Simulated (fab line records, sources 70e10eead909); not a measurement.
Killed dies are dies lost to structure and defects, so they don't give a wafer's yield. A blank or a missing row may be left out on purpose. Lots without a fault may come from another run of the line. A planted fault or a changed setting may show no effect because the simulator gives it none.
Which tool did it? | flow nand_harc | 13 lots, 39 wafers sampled, at 5 steps of a route of 1302

WHAT THE GAUGES READ, wafer by wafer
NHARC_A_ONON_D1_THK_MEAS_05: measures by ellipsometry.
lot  | measured     | on            | thk_nm (nm)
L665 | day 8 01:12  | film_metro-02 | 984 982 982
L667 | day 8 18:54  | film_metro-01 | 992 991 991
L666 | day 8 18:57  | film_metro-02 | 1006 1006 1003
L668 | day 9 03:43  | film_metro-02 | 1013 1012 1015
L670 | day 10 03:01 | film_metro-01 | 1002 1004 1004
L671 | day 10 03:01 | film_metro-02 | 1026 1025 1025
L674 | day 11 16:45 | film_metro-02 | 1000 1000 1000
L675 | day 11 16:47 | film_metro-01 | 995 994 994
L677 | day 12 18:50 | film_metro-01 | 1001 1001 999
L678 | day 13 00:10 | film_metro-02 | 1007 1007 1005
L682 | day 14 19:38 | film_metro-01 | 999 997 999
L684 | day 15 15:13 | film_metro-01 | 990 992 991
L685 | day 16 02:31 | film_metro-02 | 994 995 997

NHARC_A_ONON_D1_THK_MEAS_14: measures by ellipsometry.
lot  | measured     | on            | thk_nm (nm)
L665 | day 8 02:54  | film_metro-01 | 983 985 983
L667 | day 8 20:37  | film_metro-02 | 992 993 993
L666 | day 8 20:40  | film_metro-01 | 992 991 991
L668 | day 9 05:25  | film_metro-01 | 1002 1002 1001
L670 | day 10 04:43 | film_metro-02 | 991 989 989
L671 | day 10 04:43 | film_metro-01 | 998 999 998
L674 | day 11 18:28 | film_metro-01 | 1013 1014 1012
L675 | day 11 18:31 | film_metro-02 | 996 995 995
L677 | day 12 20:32 | film_metro-01 | 1012 1013 1013
L678 | day 13 01:52 | film_metro-01 | 1006 1006 1005
L682 | day 14 21:20 | film_metro-01 | 1811 1811 1811
L684 | day 15 16:55 | film_metro-02 | 995 1803 1805
L685 | day 16 04:12 | film_metro-01 | 982 982 982

NHARC_END_SORT_01.
lot  | measured     | on        | killed_at_array | killed_at_other | killed_at_periphery | killed_dies | killed_open | killed_short
L667 | day 24 16:30 | prober-02 | 27 17 17        | 0 0 0           | 5 8 5               | 32 25 22    | 4 3 1       | 3 4 3
L668 | day 25 19:35 | prober-01 | 59 72 75        | 1 0 0           | 5 3 2               | 65 75 77    | 4 4 4       | 0 1 4
L671 | day 26 06:03 | prober-01 | 83 93 58        | 1 2 2           | 6 7 7               | 90 102 67   | 2 2 4       | 5 9 3
L674 | day 28 09:23 | prober-01 | 31 45 32        | 2 2 0           | 2 9 7               | 35 56 39    | 0 4 1       | 0 1 0
L675 | day 28 01:38 | prober-02 | 89 73 69        | 4 4 4           | 4 2 2               | 97 79 75    | 6 2 1       | 3 2 5
L677 | day 29 03:43 | prober-01 | 69 72 71        | 1 1 2           | 1 2 2               | 71 75 75    | 3 3 4       | 0 3 3
L678 | day 29 09:08 | prober-01 | 54 53 44        | 1 0 2           | 3 2 1               | 58 55 47    | 3 3 0       | 2 2 1
L682 | day 32 01:05 | prober-02 | 669 667 665     | 0 0 0           | 8 10 12             | 677 677 677 | 2 2 6       | 2 1 2
L684 | day 32 08:07 | prober-01 | 82 676 673      | 0 0 0           | 1 1 4               | 83 677 677  | 5 3 3       | 3 1 1

WHICH TOOL RAN EACH LOT (tool, then ch and the chambers of the sampled wafers, then the start)
lot  | NHARC_A_ZERO_WELL_ETCH_19          | NHARC_A_ONON_D1_DEP_12
L665 | rie_diel-11 ch 0,1,2, day 7 02:51  | pecvd_onon-02 ch 0, day 8 02:23
L667 | rie_diel-13 ch 0,1,3, day 7 18:31  | pecvd_onon-01 ch 0, day 8 20:09
L666 | rie_diel-11 ch 0,3, day 7 19:18    | pecvd_onon-04 ch 0, day 8 20:13
L668 | rie_diel-09 ch 1,2,3, day 8 05:02  | pecvd_onon-04 ch 0, day 9 05:04
L670 | rie_diel-13 ch 0,1, day 9 02:01    | pecvd_onon-04 ch 0, day 10 04:12
L671 | rie_diel-11 ch 1,2, day 9 06:24    | pecvd_onon-01 ch 0, day 10 04:19
L674 | rie_diel-13 ch 2,3, day 10 16:37   | pecvd_onon-04 ch 0, day 11 17:57
L675 | rie_diel-11 ch 1,2,3, day 10 19:59 | pecvd_onon-02 ch 0, day 11 18:00
L677 | rie_diel-13 ch 0,2,3, day 11 19:10 | pecvd_onon-01 ch 0, day 12 20:11
L678 | rie_diel-13 ch 0,2,3, day 12 01:58 | pecvd_onon-04 ch 0, day 13 01:22
L682 | rie_diel-13 ch 0,2,3, day 13 20:52 | pecvd_onon-01 ch 0, day 14 20:53
L684 | rie_diel-13 ch 1,2, day 14 16:54   | pecvd_onon-01 ch 0, day 15 16:24
L685 | rie_diel-13 ch 0,1,2, day 15 03:41 | pecvd_onon-02 ch 0, day 16 03:45
- NHARC_A_ZERO_WELL_ETCH_19: etches the open film in N2/H2, target depth 80 nm, overetch 24 nm, time 87.88 s.
- NHARC_A_ONON_D1_DEP_12: target thk 1000 nm.

WHAT THE TOOLS THEMSELVES READ (means of the sampled wafers that have a number; where no wafer has one, the mark that the record gives instead)
NHARC_A_ZERO_WELL_ETCH_19.
lot  | tool        | bias_w (W) | drypump_motor_current_A (A) | oes_product_au (a.u.) | rf_vpp_V (V) | showerhead_plenum_p_Torr (Torr) | throttle_valve_pct (%)
L665 | rie_diel-11 | 150.2      | 5.6                         | 0.997                 | 431.5        | 2.04                            | 14.164
L667 | rie_diel-13 | 149.8      | 5.6                         | 1.000                 | 432.3        | 2.11                            | 14.180
L666 | rie_diel-11 | 149.9      | 5.6                         | 0.992                 | 429.9        | 2.04                            | 14.173
L668 | rie_diel-09 | 149.8      | 5.3                         | 0.990                 | 429.0        | 2.01                            | 14.168
L670 | rie_diel-13 | 150.2      | 5.1                         | 1.001                 | 432.6        | 2.12                            | 14.174
L671 | rie_diel-11 | 150.3      | 5.7                         | 0.990                 | 428.0        | 1.96                            | 14.173
L674 | rie_diel-13 | 150.2      | 6.2                         | 1.008                 | 433.1        | 2.14                            | 14.165
L675 | rie_diel-11 | 149.9      | 5.7                         | 0.994                 | 428.8        | 1.96                            | 14.174
L677 | rie_diel-13 | 149.8      | 5.9                         | 0.999                 | 432.6        | 2.10                            | 14.168
L678 | rie_diel-13 | 150.1      | 5.9                         | 1.008                 | 432.8        | 2.10                            | 14.172
L682 | rie_diel-13 | 149.5      | 5.9                         | 1.017                 | 432.2        | 2.10                            | 14.178
L684 | rie_diel-13 | 149.6      | 5.3                         | 1.011                 | 433.3        | 2.15                            | 14.176
L685 | rie_diel-13 | 149.5      | 5.3                         | 1.003                 | 432.4        | 2.11                            | 14.161

THE ANSWER, worked out from the rows above alone
Rule: what is usual is taken from the lots themselves. Put in order of their means at a reading, lots are off if they are a third of the lots or fewer, leave a main group of 4 or more, and stand apart from it by a gap of 3 or more times the standard deviation of the main group's means; of several such gaps the widest counts. A main group whose means are all the same, to the digits that the tables above print for the reading, isn't used. A lot without any number at a reading at which 4 lots or more have one is off too. The other lots that the step has rows for count as sound. The gauges are gone through in route order, then the tools' own readings, and for those a lot's mean is taken as printed above. The first step at which some lot is off is used, and at that step the reading that is off furthest; a lot without a number counts as furthest.
Off: L682, L684, at NHARC_A_ONON_D1_THK_MEAS_14 (thk_nm). The main group: mean 997 nm, standard deviation 10.
A tool fits if, at a process step before that reading, it ran every lot that is off, and no sound lot after the first of them. The gauges at NHARC_A_ONON_D1_THK_MEAS_14 aren't tried: what is off there is off at NHARC_END_SORT_01 too, on other tools, and a gauge's error can't cause that. One fits: pecvd_onon-01 at NHARC_A_ONON_D1_DEP_12. Its last sound lot is L677 (day 12 20:11), its first lot that is off L682 (day 14 20:53): a fault that began between those two fits.

WHAT THE SIMULATOR HAD PUT IN
Process parameter drift: pecvd_onon-01, from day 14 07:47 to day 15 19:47, at NHARC_A_ONON_D1_DEP_12. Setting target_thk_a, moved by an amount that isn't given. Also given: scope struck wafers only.
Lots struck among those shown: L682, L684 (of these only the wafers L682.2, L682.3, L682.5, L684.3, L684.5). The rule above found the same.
